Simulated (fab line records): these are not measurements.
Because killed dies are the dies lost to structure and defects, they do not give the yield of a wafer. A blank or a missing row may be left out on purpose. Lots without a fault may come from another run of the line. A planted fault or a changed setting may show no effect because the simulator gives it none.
Chamber matching || flow n5-finfet || N5_MOL_CONTACT_COAG_STRIP_98 on rie-diel-02 has 4 sister chambers
The step strips in N2/H2. 16 wafers are shown with their chamber, then 8 later ones without.

WAFERS WITH THEIR CHAMBER
{"wafer": "L074.1", "chamber": 2, "showerhead-plenum-p-Torr (Torr)": 3.55, "throttle-valve-pct (%)": 19.22, "oes-product-au (a.u.)": 0.84}
{"wafer": "L074.3", "chamber": 3, "showerhead-plenum-p-Torr (Torr)": 3.25, "throttle-valve-pct (%)": 19.05, "oes-product-au (a.u.)": 0.79}
{"wafer": "L074.5", "chamber": 0, "showerhead-plenum-p-Torr (Torr)": 3.22, "throttle-valve-pct (%)": 18.60, "oes-product-au (a.u.)": 0.73}
{"wafer": "L081.1", "chamber": 3, "showerhead-plenum-p-Torr (Torr)": 3.24, "throttle-valve-pct (%)": 19.07, "oes-product-au (a.u.)": 0.80}
{"wafer": "L081.2", "chamber": 0, "showerhead-plenum-p-Torr (Torr)": 3.22, "throttle-valve-pct (%)": 18.66, "oes-product-au (a.u.)": 0.73}
{"wafer": "L081.4", "chamber": 2, "showerhead-plenum-p-Torr (Torr)": 3.54, "throttle-valve-pct (%)": 19.24, "oes-product-au (a.u.)": 0.83}
{"wafer": "L086.3", "chamber": 1, "showerhead-plenum-p-Torr (Torr)": 3.49, "throttle-valve-pct (%)": 18.89, "oes-product-au (a.u.)": 0.74}
{"wafer": "L086.5", "chamber": 2, "showerhead-plenum-p-Torr (Torr)": 3.53, "throttle-valve-pct (%)": 19.30, "oes-product-au (a.u.)": 0.82}
{"wafer": "L086.6", "chamber": 1, "showerhead-plenum-p-Torr (Torr)": 3.49, "throttle-valve-pct (%)": 18.88, "oes-product-au (a.u.)": 0.74}
{"wafer": "L090.3", "chamber": 1, "showerhead-plenum-p-Torr (Torr)": 3.48, "throttle-valve-pct (%)": 18.89, "oes-product-au (a.u.)": 0.73}
{"wafer": "L090.5", "chamber": 3, "showerhead-plenum-p-Torr (Torr)": 3.23, "throttle-valve-pct (%)": 19.11, "oes-product-au (a.u.)": 0.77}
{"wafer": "L090.6", "chamber": 0, "showerhead-plenum-p-Torr (Torr)": 3.21, "throttle-valve-pct (%)": 18.69, "oes-product-au (a.u.)": 0.71}
{"wafer": "L091.1", "chamber": 0, "showerhead-plenum-p-Torr (Torr)": 3.21, "throttle-valve-pct (%)": 18.70, "oes-product-au (a.u.)": 0.71}
{"wafer": "L091.2", "chamber": 2, "showerhead-plenum-p-Torr (Torr)": 3.53, "throttle-valve-pct (%)": 19.27, "oes-product-au (a.u.)": 0.81}
{"wafer": "L091.3", "chamber": 3, "showerhead-plenum-p-Torr (Torr)": 3.23, "throttle-valve-pct (%)": 19.12, "oes-product-au (a.u.)": 0.77}
{"wafer": "L095.4", "chamber": 2, "showerhead-plenum-p-Torr (Torr)": 3.53, "throttle-valve-pct (%)": 19.33, "oes-product-au (a.u.)": 0.80}

SIGNATURES (averages over the wafers above)
{"reading": "showerhead-plenum-p-Torr", "chamber 0": 3.2150, "chamber 1": 3.4867, "chamber 2": 3.5360, "chamber 3": 3.2375, "scatter within a chamber": 0.00797}
{"reading": "throttle-valve-pct", "chamber 0": 18.6625, "chamber 1": 18.8867, "chamber 2": 19.2720, "chamber 3": 19.0875, "scatter within a chamber": 0.038}
{"reading": "oes-product-au", "chamber 0": 0.7200, "chamber 1": 0.7367, "chamber 2": 0.8200, "chamber 3": 0.7825, "scatter within a chamber": 0.0134}
Rule: for a wafer and a chamber, the distance is found by dividing, reading by reading, the gap between the wafer's reading and the chamber's mean by the reading's scatter, squaring, summing and taking the root. The wafer belongs to the nearest chamber; if the next one is less than 2 further off, it can't be placed. How the scatter is found: for the shown wafers, subtract from each reading the mean of its chamber, square and add these, divide the total by (wafers less chambers), then take the root.

WAFERS WITHOUT THEIR CHAMBER
{"wafer": "L095.5", "showerhead-plenum-p-Torr (Torr)": 3.22, "throttle-valve-pct (%)": 19.10, "oes-product-au (a.u.)": 0.75}
{"wafer": "L095.6", "showerhead-plenum-p-Torr (Torr)": 3.53, "throttle-valve-pct (%)": 19.30, "oes-product-au (a.u.)": 0.80}
{"wafer": "L096.3", "showerhead-plenum-p-Torr (Torr)": 3.48, "throttle-valve-pct (%)": 18.96, "oes-product-au (a.u.)": 0.73}
{"wafer": "L096.4", "showerhead-plenum-p-Torr (Torr)": 3.20, "throttle-valve-pct (%)": 18.73, "oes-product-au (a.u.)": 0.69}
{"wafer": "L096.6", "showerhead-plenum-p-Torr (Torr)": 3.52, "throttle-valve-pct (%)": 19.27, "oes-product-au (a.u.)": 0.79}
{"wafer": "L097.3", "showerhead-plenum-p-Torr (Torr)": 3.22, "throttle-valve-pct (%)": 19.15, "oes-product-au (a.u.)": 0.75}
{"wafer": "L097.4", "showerhead-plenum-p-Torr (Torr)": 3.20, "throttle-valve-pct (%)": 18.72, "oes-product-au (a.u.)": 0.69}
{"wafer": "L097.5", "showerhead-plenum-p-Torr (Torr)": 3.20, "throttle-valve-pct (%)": 18.70, "oes-product-au (a.u.)": 0.70}

THE CHAMBER EACH PASSED THROUGH
{"wafer": "L095.5", "from the rows above": 3, "in truth": 3}
{"wafer": "L095.6", "from the rows above": 2, "in truth": 2}
{"wafer": "L096.3", "from the rows above": 1, "in truth": 1}
{"wafer": "L096.4", "from the rows above": 0, "in truth": 0}
{"wafer": "L096.6", "from the rows above": 2, "in truth": 2}
{"wafer": "L097.3", "from the rows above": 3, "in truth": 3}
{"wafer": "L097.4", "from the rows above": 0, "in truth": 0}
{"wafer": "L097.5", "from the rows above": 0, "in truth": 0}
8 of 8 placed correctly. From these rows, 0 cannot be placed. Wrongly placed: 0.
